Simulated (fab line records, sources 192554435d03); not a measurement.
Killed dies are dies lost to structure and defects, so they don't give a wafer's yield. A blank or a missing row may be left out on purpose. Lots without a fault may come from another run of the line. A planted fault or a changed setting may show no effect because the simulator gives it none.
Split-lot experiment | flow n5_finfet | 7 lots, 21 wafers read, on a route of 1938 steps

THE SPLIT
At N5_BEOL_M0_SAQP_MANDREL_ETCH_20 (etches a-Si in HBr/Cl2, stops on SiNx, target depth 60 nm, bt time 10 s, time 30 s), the setting bias_w was moved away from the recipe's 75 W on 6 of the 21 wafers read, by -17.1% to +13.4%. The other wafers ran this setting at the recipe's value.

The reading is taken at the split's own step.

THE READING
SOC_of_BEOL_M0_SAQP_COAT_81.thk_nm (the simulator's own value, which no gauge read), in nm, at N5_BEOL_M0_SAQP_MANDREL_ETCH_20 (etches a-Si in HBr/Cl2, stops on SiNx, target depth 60 nm, bt time 10 s, time 30 s). The file gives no usual value for it. The 15 wafers here that ran the recipe average 75.7 nm, standard deviation 0.43 nm.

wafer  | tool, chamber at the split | bias_w as run, W | against the recipe | SOC_of_BEOL_M0_SAQP_COAT_81.thk_nm, nm | against lot-mates on the recipe
L075.3 | rie_si-06, 2               | 67.29            | -10.3%             | 76.6                                   | +1.7
L075.4 | rie_si-06, 3               | 75               | recipe             | 74.8                                   | -
L075.5 | rie_si-06, 3               | 75               | recipe             | 75                                     | -
L077.2 | rie_si-06, 3,2             | 75               | recipe             | 75.6                                   | -
L077.3 | rie_si-06, 3,2             | 75               | recipe             | 75.6                                   | -
L077.5 | rie_si-06, 1               | 79.04            | +5.4%              | 75.4                                   | -0.2
L081.1 | rie_si-01, 1               | 62.16            | -17.1%             | 77.6                                   | +1.6
L081.2 | rie_si-01, 3,0             | 75               | recipe             | 76                                     | -
L081.3 | rie_si-01, 3,0             | 75               | recipe             | 76                                     | -
L082.1 | rie_si-01, 2               | 85.03            | +13.4%             | 75.2                                   | -1.0
L082.4 | rie_si-01, 0               | 75               | recipe             | 76.2                                   | -
L082.5 | rie_si-01, 0               | 85.03            | +13.4%             | 75.4                                   | -0.8
L084.4 | rie_si-02, 2               | 75               | recipe             | 75.4                                   | -
L084.5 | rie_si-02, 3               | 80.63            | +7.5%              | 74.4                                   | -0.9
L084.6 | rie_si-02, 2               | 75               | recipe             | 75.2                                   | -
L090.1 | rie_si-02, 2               | 75               | recipe             | 76                                     | -
L090.3 | rie_si-02, 0,1             | 75               | recipe             | 75.8                                   | -
L090.4 | rie_si-02, 0,1             | 75               | recipe             | 75.8                                   | -
L093.2 | rie_si-01, 0               | 75               | recipe             | 76.4                                   | -
L093.4 | rie_si-01, 2               | 75               | recipe             | 76                                     | -
L093.5 | rie_si-01, 1               | 75               | recipe             | 75.8                                   | -
Where a row lists several chambers, the file gives one row for several wafers and doesn't say which wafer went through which chamber.

THE FIT
A straight line over all 21 wafers: SOC_of_BEOL_M0_SAQP_COAT_81.thk_nm changes by -0.0768 nm for each +1% of bias_w; r = -0.73; the points scatter about the line by 0.48 nm.
The same after taking each lot's own level away (the mean of its wafers on the recipe; 21 wafers): -0.0923 nm for each +1%; r = -0.93; scatter 0.24 nm.
On that fit, the largest move of bias_w shifts the reading by 1.6 nm.
The lots' own levels span 74.90 to 76.20 nm, that is 3.0 times the standard deviation above.
So the lot-to-lot level blurs the effect unless lot-mates are compared.
Check: with one of the wafers moved furthest among these (-17.1%) left out of the fit, the line predicts +1.69 nm for it against its lot-mates. It came out at +1.6 nm against them.

OTHER SPLITS ON THESE WAFERS
These wafers also went through other splits before the reading. Each is held against what the fit with the lots' levels taken away leaves over:
other split on the same wafers           | wafers away from the commonest value | r with SOC_of_BEOL_M0_SAQP_COAT_81.thk_nm (lot level and that fit taken away)
N5_MOL_CONTACT_COAG_EXPOSE_05 dose_mj    | 8                                    | +0.37
N5_MOL_CONTACT_COAG_CVD_140 target_thk_a | 13                                   | +0.21

THE FILE'S OWN FIT
SOC_of_BEOL_M0_SAQP_COAT_81.thk_nm changes by -0.0976 nm for each +1% of bias_w, r = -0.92.
